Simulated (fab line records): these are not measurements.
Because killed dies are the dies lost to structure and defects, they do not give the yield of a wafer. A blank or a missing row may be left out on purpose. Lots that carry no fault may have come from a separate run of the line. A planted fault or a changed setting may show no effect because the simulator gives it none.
fab line records    flow n5_finfet
record: lots: 11  wafers: 33  last_day: 19
route steps=1938 shown BEOL_M5@1164 TV_LITHO@1886 TV_OPEN@1887 PASSIVATION@1936
lots that met no fault: taken from a fault-free run of the same line
start_h: start of the lot's first displayed wafer, in hours after the record's first day    wait_h: hours since the lot's step before    " repeats the value in the row above    L1.1+2: a single row standing in for several wafers    - no value, or no start given    * or withheld: withheld    < > ~ a bound
route shown NAME@n: NAME is a module with steps in the file, n the number in the route of the first one    usual: the fault-free wafers' mean and standard deviation    same: alike in all rows    chamber/n: place in a boat    sites: per-site readings    _std_site: how widely they spread, as a standard deviation    _edge_site: mean of outer sites minus mean of inner sites    radius_mm: how far each site lies from the wafer's centre    mask NAME#n: copy n    behind: tool/chamber where the wafer was last shaped    hold: why the lot was held/for how many hours/how that ended    device: transistor that didn't switch, given as n, p or np    end of line: the tests these same wafers got at the end of their route    for a step that has no rows: nothing shown but its recipe    killed: not the wafer's yield, but the dies lost to structure and defects at the first sort    map: per-die view of a wafer (x killed, . not killed, _ where there is no die)
set.NAME: the setting that was run; set.NAME@STEP: the one run at that earlier step    model.NAME: the simulator's own value behind a step, which no gauge read
steps of the route over a sample of lots; a table a step, a row a wafer
services: a tool's chamber out of use, with start hour (start_h, from the record's first day; less than 0 if before it), hours out, and reason
== steps ==
step: N5_BEOL_M5_HM_STRIP_39
recipe: chemistry: peroxide_tin_strip  material: TiN  target_depth_a: 250  temp_c: 50  time_s: 158
usual: bath_guard_temp_C: 50.0/0.55
same: time_s: 158
lot.wafer  tool          chamber  start_h  wait_h  bath_guard_temp_C
L740.2     wet_bench-02  2        203.54   0.0     49.8
L740.3     "             5        "        "       50.0
L740.5     "             1        "        "       50.5
L741.2     wet_bench-04  0        207.16   0.0     49.9
L741.4     "             2        "        "       50.1
L741.6     "             7        "        "       50.4
L744.2     wet_bench-01  2        229.65   0.0     49.9
L744.3     "             1        "        "       49.5
L744.5     "             5        "        "       50.8
L742.1     wet_bench-04  1        230.21   0.0     50.4
L742.2     "             4        "        "       50.2
L742.5     "             5        "        "       50.0
L745.1     wet_bench-04  6        230.64   0.0     50.2
L745.2     "             1        "        "       50.9
L745.4     "             4        "        "       50.1
L746.3     wet_bench-04  3        236.84   0.0     48.4
L746.5     "             2        "        "       49.9
L746.6     "             6        "        "       49.7
L747.2     wet_bench-02  3        239.73   0.0     50.6
L747.3     "             4        "        "       49.2
L747.5     "             5        "        "       50.5
L748.1     wet_bench-02  6        250.26   0.0     49.6
L748.3     "             4        "        "       49.3
L748.4     "             5        "        "       50.3
L754.2     wet_bench-04  0        285.60   0.0     49.9
L754.3     "             5        "        "       50.0
L754.5     "             7        "        "       50.4
L759.2     wet_bench-02  3        316.58   0.1     50.7
L759.4     "             2        "        "       49.8
L759.6     "             1        "        "       50.5
L763.2     wet_bench-02  4        347.13   0.0     49.3
L763.3     "             3        "        "       50.8
L763.5     "             1        "        "       50.5
step: N5_PASSIVATION_DESCUM_12
recipe: chemistry: O2  time_s: 7.9  source_power_w: 50  bias_power_w: 20  pressure_mtorr: 20  rf_frequency_hz: 2.712e+07  temp_c: 40  o2_flow_sccm: 225
usual: drypump_motor_current_A: 5.7/0.63  oes_product_au: 0.79/0.072  rf_vpp_V: 243.0/1.4  showerhead_plenum_p_Torr: 2.09/0.068  throttle_valve_pct: 20.41/0.17
same: time_s: 7.9
lot.wafer  tool         chamber  start_h  wait_h  drypump_motor_current_A  oes_product_au  rf_hours_counter_h  rf_vpp_V  showerhead_plenum_p_Torr  throttle_valve_pct
L740.2     rie_diel-01  1        291.89   0.3     6.7                      0.78            115                 244.4     2.11                      20.39
L740.3     "            3        "        "       5.4                      0.87            36                  242.2     2.05                      20.09
L740.5     "            2        "        "       4.9                      0.73            -                   243.0     2.00                      20.44
L741.2     rie_diel-01  2        301.33   0.0     4.9                      0.73            180                 241.0     1.99                      20.45
L741.4     "            0        "        "       5.4                      0.79            109                 243.4     2.11                      20.31
L741.6     "            2        "        "       4.9                      0.72            -                   239.9     2.00                      20.47
L744.2     rie_diel-06  2        322.78   0.1     6.6                      0.86            50                  243.8     2.12                      20.41
L744.3     "            0        "        "       6.3                      0.84            70                  243.9     2.12                      20.24
L744.5     "            3        "        "       5.1                      0.68            -                   239.9     1.97                      20.86
L742.1     rie_diel-06  1        328.59   0.3     4.9                      0.70            242                 242.7     2.07                      20.58
L742.2     "            3        "        "       5.1                      0.68            249                 241.6     1.97                      20.87
L742.5     "            1        "        "       4.9                      0.71            -                   243.0     2.07                      20.59
L745.1     rie_diel-01  3        328.85   0.4     5.3                      0.83            46                  241.6     2.04                      20.10
L745.2     "            1        "        "       6.8                      0.77            127                 242.2     2.11                      20.43
L745.4     "            2        "        "       4.9                      0.73            189                 242.6     1.99                      20.48
L746.3     rie_diel-06  3        332.86   0.1     5.1                      0.68            250                 240.1     1.97                      20.84
L746.5     "            3        "        "       5.1                      0.68            -                   241.1     1.97                      20.86
L746.6     "            0        "        "       6.2                      0.83            -                   243.1     2.12                      20.23
L747.2     rie_diel-01  0        344.51   0.5     5.4                      0.79            122                 242.1     2.11                      20.33
L747.3     "            2        "        "       4.9                      0.71            194                 241.8     1.99                      20.48
L747.5     "            0        "        "       5.5                      0.77            -                   242.6     2.11                      20.32
L748.1     rie_diel-06  1        350.59   0.0     5.0                      0.69            251                 243.6     2.06                      20.60
L748.3     "            0        "        "       6.3                      0.83            82                  244.9     2.12                      20.24
L748.4     "            0        "        "       6.3                      0.84            -                   243.5     2.12                      20.24
L754.2     rie_diel-04  0        385.16   0.0     5.3                      0.85            73                  244.8     2.22                      20.33
L754.3     "            3        "        "       5.8                      0.82            86                  242.3     2.12                      20.36
L754.5     "            3        "        "       5.9                      0.83            -                   243.8     2.12                      20.38
L759.2     rie_diel-01  2        411.18   0.4     4.9                      0.69            214                 241.8     1.98                      20.51
L759.4     "            3        "        "       5.4                      0.81            70                  242.1     2.03                      20.13
L759.6     "            2        "        "       4.9                      0.70            -                   242.6     1.98                      20.52
L763.2     rie_diel-04  1        437.82   0.2     5.9                      0.71            221                 243.7     2.15                      20.61
L763.3     "            3        "        "       5.8                      0.80            102                 243.5     2.11                      20.41
L763.5     "            0        "        "       5.3                      0.84            -                   244.3     2.21                      20.34
step: N5_PASSIVATION_PASS_ETCH_74
recipe: chemistry: CF4/O2  target: SiNx  target_depth_a: 2200  time_s: 110  ion_energy_ev: 100  pressure_mtorr: 40  source_w: 535  bias_w: 49  Ar_flow_sccm: 100  cf4_flow_sccm: 100  O2_flow_sccm: 10
usual: drypump_motor_current_A: 5.7/0.64  mfc_ar_sccm: 99.99/0.3  oes_product_au: 0.79/0.071  rf_vpp_V: 241.3/2.6  showerhead_plenum_p_Torr: 2.20/0.066  throttle_valve_pct: 15.97/0.19
same: time_s: 110
lot.wafer  tool         chamber  start_h  wait_h  drypump_motor_current_A  mfc_ar_sccm  oes_product_au  rf_hours_counter_h  rf_vpp_V  showerhead_plenum_p_Torr  throttle_valve_pct
L740.2     rie_diel-01  1        291.96   0.0     6.8                      99.69        0.79            115                 236.0     2.22                      15.93
L740.3     "            3        "        "       5.4                      99.42        0.87            36                  240.3     2.16                      15.67
L740.5     "            2        "        "       4.8                      100.04       0.74            -                   242.7     2.11                      16.09
L741.2     rie_diel-01  2        301.39   0.0     4.9                      99.75        0.72            180                 240.5     2.11                      16.08
L741.4     "            0        "        "       5.5                      100.29       0.80            109                 240.1     2.22                      15.90
L741.6     "            2        "        "       4.9                      99.98        0.72            -                   240.8     2.11                      16.08
L744.2     rie_diel-06  2        322.85   0.0     6.6                      100.17       0.88            50                  245.4     2.24                      16.02
L744.3     "            0        "        "       6.3                      100.10       0.85            70                  241.4     2.24                      15.81
L744.5     "            3        "        "       5.1                      100.36       0.68            -                   242.3     2.08                      16.45
L742.1     rie_diel-06  1        328.65   0.0     4.9                      100.18       0.70            242                 244.6     2.17                      16.11
L742.2     "            3        "        "       5.1                      100.70       0.67            249                 241.5     2.08                      16.43
L742.5     "            1        "        "       4.9                      99.84        0.70            -                   245.3     2.17                      16.12
L745.1     rie_diel-01  3        328.92   0.0     5.4                      100.51       0.84            46                  239.1     2.16                      15.67
L745.2     "            1        "        "       6.9                      99.96        0.77            127                 237.7     2.21                      15.95
L745.4     "            2        "        "       4.9                      100.15       0.72            189                 243.2     2.11                      16.09
L746.3     rie_diel-06  3        332.92   0.0     5.1                      99.66        0.68            250                 241.5     2.08                      16.45
L746.5     "            3        "        "       5.1                      99.80        0.68            -                   239.4     2.08                      16.42
L746.6     "            0        "        "       6.2                      99.74        0.84            -                   242.0     2.24                      15.81
L747.2     rie_diel-01  0        344.58   0.0     5.4                      100.06       0.78            122                 238.6     2.22                      15.92
L747.3     "            2        "        "       4.9                      99.73        0.71            194                 241.9     2.11                      16.11
L747.5     "            0        "        "       5.4                      99.97        0.78            -                   240.9     2.22                      15.92
L748.1     rie_diel-06  1        350.66   0.0     5.0                      99.78        0.69            251                 246.1     2.17                      16.13
L748.3     "            0        "        "       6.3                      100.09       0.84            82                  239.4     2.23                      15.83
L748.4     "            0        "        "       6.3                      100.21       0.82            -                   240.5     2.23                      15.83
L754.2     rie_diel-04  0        385.22   0.0     5.3                      99.92        0.86            73                  242.0     2.32                      15.82
L754.3     "            3        "        "       5.9                      100.39       0.83            86                  242.3     2.23                      15.86
L754.5     "            3        "        "       5.9                      100.00       0.81            -                   243.5     2.23                      15.87
L759.2     rie_diel-01  2        411.25   0.0     4.9                      100.39       0.70            214                 241.9     2.10                      16.14
L759.4     "            3        "        "       5.4                      100.04       0.82            70                  239.1     2.15                      15.72
L759.6     "            2        "        "       4.9                      100.42       0.70            -                   241.9     2.10                      16.16
L763.2     rie_diel-04  1        437.89   0.0     5.9                      100.02       0.72            221                 241.9     2.27                      16.22
L763.3     "            3        "        "       5.8                      100.30       0.80            102                 242.5     2.22                      15.90
L763.5     "            0        "        "       5.3                      99.84        0.84            -                   240.8     2.31                      15.85
step: N5_PASSIVATION_PROBE_49
usual: defect_limited_yield: 91.5/1.3  killed_at_M0_to_M3: 33/10  killed_at_M4_up: 13/4  killed_at_contacts: 12/6.3  killed_at_front_end: 39/11  killed_at_other: 3.4/2.6  killed_dies: 100/15  killed_open: 65/11  killed_short: 34/7.8  sort_bin_5_function: 5.0/0.89  sort_bin_6_memory: 3.2/0.58  sort_n_pass: 1080/15  sort_yield_pct: 91.5/1.3
same: gross_dies: 1180  killed_at_back_side: 0  sort_bin_4_leakage[%]: 0  sort_bin_8_speed[%]: 0
lot.wafer  tool       chamber  start_h  wait_h  defect_limited_yield[%]  killed_at_M0_to_M3  killed_at_M4_up  killed_at_contacts  killed_at_front_end  killed_at_other  killed_dies  killed_open  killed_short  sort_bin_5_function[%]  sort_bin_6_memory[%]  sort_n_pass  sort_yield_pct[%]
L740.2     prober-01  -        299.09   0.1     92.0                     14                  16               19                  45                   0                94           67           27            4.7                     3.1                   1086         92.0
L740.3     prober-01  -        299.14   0.1     92.0                     26                  14               14                  33                   7                94           70           24            4.3                     3.4                   1086         92.0
L740.5     prober-01  -        299.24   0.2     89.3                     33                  21               25                  40                   7                126          89           37            6.9                     3.5                   1054         89.3
L741.2     prober-01  -        308.50   0.1     92.7                     38                  14               4                   29                   1                86           58           27            4.6                     2.5                   1094         92.7
L741.4     prober-01  -        308.60   0.2     91.4                     30                  15               14                  40                   3                102          58           38            5.1                     2.9                   1078         91.4
L741.6     prober-01  -        308.70   0.3     92.2                     33                  13               4                   39                   3                92           50           41            4.0                     3.6                   1088         92.2
L747.2     prober-02  -        352.26   0.1     89.7                     26                  22               13                  55                   6                122          86           36            6.9                     3.4                   1058         89.7
L747.3     prober-02  -        352.31   0.2     91.1                     31                  18               7                   46                   3                105          78           26            5.3                     3.5                   1075         91.1
L747.5     prober-02  -        352.41   0.3     92.6                     18                  17               8                   37                   7                87           60           27            4.7                     2.6                   1093         92.6
L748.1     prober-01  -        357.64   0.0     92.9                     40                  16               7                   18                   3                84           64           20            4.8                     2.1                   1096         92.9
L748.3     prober-01  -        357.74   0.1     93.9                     14                  9                10                  37                   2                72           44           27            4.1                     1.9                   1108         93.9
L748.4     prober-01  -        357.79   0.2     92.1                     23                  12               23                  34                   1                93           73           20            5.2                     2.6                   1087         92.1
L754.2     prober-01  -        392.51   0.1     90.6                     42                  10               13                  41                   5                111          79           31            5.2                     4.2                   1069         90.6
L754.3     prober-01  -        392.56   0.1     91.4                     31                  12               16                  40                   3                102          67           32            4.6                     3.6                   1078         91.4
L754.5     prober-01  -        392.66   0.2     83.1                     42                  102              18                  27                   10               199          76           31            10.7                    5.3                   981          83.1
L759.2     prober-02  -        418.81   0.1     89.8                     41                  12               13                  52                   2                120          75           43            6.4                     3.6                   1060         89.8
L759.4     prober-02  -        418.91   0.2     88.6                     34                  11               16                  71                   2                134          87           45            6.6                     4.2                   1046         88.6
L759.6     prober-02  -        419.01   0.3     90.6                     35                  11               4                   58                   3                111          73           37            5.8                     3.2                   1069         90.6
killed by level:class
L740.2 MOL_CONTACT_COAG:geometric_particle:open=17 FIN_SAQP:geometric_particle:short=13 FIN_SAQP:geometric_particle:open=13 STI_FIN_REVEAL:geometric_particle:open=9 BEOL_M4:geometric_particle:open=4 BEOL_M0_SAQP:geometric_particle:open=3 STARTING-WAFER:geometric_particle:open=3 GATE_CUT:geometric_particle:open=2
L740.3 MOL_CONTACT_COAG:geometric_particle:open=12 BEOL_M2:geometric_particle:open=8 BEOL_M4:geometric_particle:open=8 GATE_CUT:geometric_particle:short=7 GATE_CUT:geometric_particle:open=5 BEOL_M0_SAQP:geometric_particle:short=5 BEOL_M0_SAQP:geometric_particle:open=5 BEOL_M3:geometric_particle:open=5
L740.5 MOL_CONTACT_COAG:geometric_particle:open=20 STI_FIN_REVEAL:geometric_particle:open=14 BEOL_M2:geometric_particle:open=10 BEOL_M4:geometric_particle:open=9 BEOL_M0_SAQP:geometric_particle:short=9 BEOL_M5:geometric_particle:open=6 BEOL_M1:geometric_particle:open=5 STI_FIN_REVEAL:geometric_particle:short=5
L741.2 BEOL_M2:geometric_particle:open=11 FIN_SAQP:geometric_particle:open=8 BEOL_M0_SAQP:geometric_particle:short=6 BEOL_M1:geometric_particle:open=6 BEOL_M0_SAQP:geometric_particle:open=5 BEOL_M3:geometric_particle:open=5 ILD0:geometric_particle:short=4 ILD0:geometric_particle:open=4
L741.4 MOL_CONTACT_COAG:geometric_particle:open=13 BEOL_M0_SAQP:geometric_particle:open=9 BEOL_M0_SAQP:geometric_particle:short=8 FIN_SAQP:geometric_particle:short=6 FIN_SAQP:geometric_particle:open=6 BEOL_M1:geometric_particle:open=6 STI_FIN_REVEAL:geometric_particle:open=4 GATE_CUT:geometric_particle:open=4
L741.6 STI_FIN_REVEAL:geometric_particle:open=10 BEOL_M0_SAQP:geometric_particle:short=7 BEOL_M0_SAQP:geometric_particle:open=7 ILD0:geometric_particle:short=6 BEOL_M4:geometric_particle:short=6 FIN_SAQP:geometric_particle:open=5 GATE_CUT:geometric_particle:short=5 BEOL_M2:geometric_particle:open=5
L747.2 BEOL_M4:geometric_particle:open=13 STI_FIN_REVEAL:geometric_particle:open=12 FIN_SAQP:geometric_particle:open=11 BEOL_M2:geometric_particle:open=11 MOL_CONTACT_COAG:geometric_particle:open=9 FIN_SAQP:geometric_particle:short=6 GATE_CUT:geometric_particle:short=5 ILD0:geometric_particle:open=5
L747.3 STI_FIN_REVEAL:geometric_particle:open=12 BEOL_M4:geometric_particle:open=11 BEOL_M2:geometric_particle:open=10 FIN_SAQP:geometric_particle:open=7 FIN_SAQP:geometric_particle:short=6 BEOL_M0:geometric_particle:open=6 DUMMY_GATE:geometric_particle:open=4 MOL_CONTACT_COAG:geometric_particle:open=4
L747.5 STI_FIN_REVEAL:geometric_particle:open=9 STI_FIN_REVEAL:geometric_particle:short=7 MOL_CONTACT_COAG:geometric_particle:open=6 BEOL_M1:geometric_particle:open=6 BEOL_M6:geometric_particle:open=5 FIN_SAQP:geometric_particle:open=3 GATE_CUT:geometric_particle:open=3 BEOL_M2:geometric_particle:open=3
L748.1 BEOL_M2:geometric_particle:open=12 STI_FIN_REVEAL:geometric_particle:open=8 BEOL_M8:geometric_particle:open=7 BEOL_M0_SAQP:geometric_particle:open=6 DUMMY_GATE:geometric_particle:open=5 BEOL_M0_SAQP:geometric_particle:short=5 BEOL_M1:geometric_particle:open=5 BEOL_M3:geometric_particle:open=5
L748.3 FIN_SAQP:geometric_particle:open=9 FIN_SAQP:geometric_particle:short=8 STI_FIN_REVEAL:geometric_particle:open=7 MOL_CONTACT_COAG:geometric_particle:open=7 GATE_CUT:geometric_particle:short=3 MOL_CONTACT_COAG:geometric_particle:short=3 BEOL_M0_SAQP:geometric_particle:open=3 BEOL_M0_SAQP:geometric_particle:short=3
L748.4 MOL_CONTACT_COAG:geometric_particle:open=20 STI_FIN_REVEAL:geometric_particle:open=12 BEOL_M3:geometric_particle:open=8 BEOL_M2:geometric_particle:open=7 FIN_SAQP:geometric_particle:open=5 BEOL_M3:geometric_particle:short=4 DUMMY_GATE:geometric_particle:short=3 MOL_CONTACT_COAG:geometric_particle:short=3
L754.2 MOL_CONTACT_COAG:geometric_particle:open=13 FIN_SAQP:geometric_particle:short=12 STI_FIN_REVEAL:geometric_particle:open=11 BEOL_M3:geometric_particle:open=11 BEOL_M0:geometric_particle:open=9 BEOL_M0_SAQP:geometric_particle:short=7 FIN_SAQP:geometric_particle:open=5 BEOL_M2:geometric_particle:open=5
L754.3 MOL_CONTACT_COAG:geometric_particle:open=13 STI_FIN_REVEAL:geometric_particle:open=10 BEOL_M4:geometric_particle:open=9 FIN_SAQP:geometric_particle:open=8 BEOL_M0_SAQP:geometric_particle:short=8 BEOL_M3:geometric_particle:open=7 FIN_SAQP:geometric_particle:short=6 BEOL_M0_SAQP:geometric_particle:open=4
L754.5 BEOL_M5:unspecified=90 MOL_CONTACT_COAG:geometric_particle:open=16 BEOL_M2:geometric_particle:open=12 BEOL_M0_SAQP:geometric_particle:short=9 DUMMY_GATE:geometric_particle:open=5 BEOL_M0_SAQP:geometric_particle:open=5 BEOL_M0:geometric_particle:open=5 BEOL_M3:geometric_particle:open=5
L759.2 STI_FIN_REVEAL:geometric_particle:open=12 FIN_SAQP:geometric_particle:open=11 MOL_CONTACT_COAG:geometric_particle:open=9 BEOL_M2:geometric_particle:open=9 BEOL_M0_SAQP:geometric_particle:open=8 BEOL_M0_SAQP:geometric_particle:short=7 BEOL_M3:geometric_particle:open=6 BEOL_M4:geometric_particle:open=6
L759.4 STI_FIN_REVEAL:geometric_particle:open=15 FIN_SAQP:geometric_particle:open=13 MOL_CONTACT_COAG:geometric_particle:open=13 FIN_SAQP:geometric_particle:short=10 BEOL_M0_SAQP:geometric_particle:short=10 GATE_CUT:geometric_particle:short=7 BEOL_M0_SAQP:geometric_particle:open=7 DUMMY_GATE:geometric_particle:open=6
L759.6 STI_FIN_REVEAL:geometric_particle:open=16 FIN_SAQP:geometric_particle:open=14 BEOL_M0_SAQP:geometric_particle:short=9 BEOL_M3:geometric_particle:open=8 BEOL_M4:geometric_particle:open=6 BEOL_M0_SAQP:geometric_particle:open=6 FIN_SAQP:geometric_particle:short=3 SPACER0:geometric_particle:short=3
== services ==
tool          chamber  start_h  hours  kind
rie_diel-06   1        183.64   4.6    repair
rie_diel-01   0        196.72   1.8    repair
rie_diel-01   1        196.83   5.2    repair
rie_diel-06   -        213.84   2.8    pm
rie_diel-04   -        228.29   14.6   pm
rie_diel-01   2        247.70   9.1    repair
rie_diel-04   2        255.92   2.1    repair
rie_diel-01   3        261.33   9.2    repair
rie_diel-01   -        326.60   0.4    repair
rie_diel-06   3        333.41   3.6    repair
rie_diel-06   3        337.04   -      clean
rie_diel-06   3        337.04   -      consumable_replace:focus_ring
rie_diel-06   3        337.04   -      consumable_replace:showerhead
rie_diel-06   3        337.04   15.9   scheduled_down
rie_diel-06   3        337.04   15.9   vent_cycle
rie_diel-01   -        344.99   2.8    pm
wet_bench-04  -        345.95   2.0    repair
rie_diel-06   1        353.26   -      clean
rie_diel-06   1        353.26   -      consumable_replace:focus_ring
rie_diel-06   1        353.26   20.5   scheduled_down
rie_diel-06   1        353.26   20.5   vent_cycle
rie_diel-01   1        375.05   1.9    repair
rie_diel-06   3        387.37   2.9    repair
wet_bench-01  -        407.87   0.9    repair
== key ==
first_sign: step: N5_PASSIVATION_PROBE_49  reading: killed_at_M4_up  direction: up  sigmas: 22  usual: 13  struck: 102
effect: step: N5_PASSIVATION_PROBE_49  reading: killed_dies  direction: up  sigmas: 6.5  usual: 100  struck: 199
more_kills_born_at: N5_BEOL_M5_HM_STRIP_39@wet_bench-04: 90
met_at N5_BEOL_M5_HM_STRIP_39
struck_lots L754
struck_wafers L754.5
not_acting_at N5_PASSIVATION_DESCUM_12,N5_PASSIVATION_PASS_ETCH_74
onset_between 207.16 285.60
fault: kind: chamber_particle_source  tool: wet_bench-04  chamber: 7  onset_h: 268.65  steps: N5_BEOL_M5_HM_STRIP_39  rate_per_visit_cm2: 0.39248  end_h: 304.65
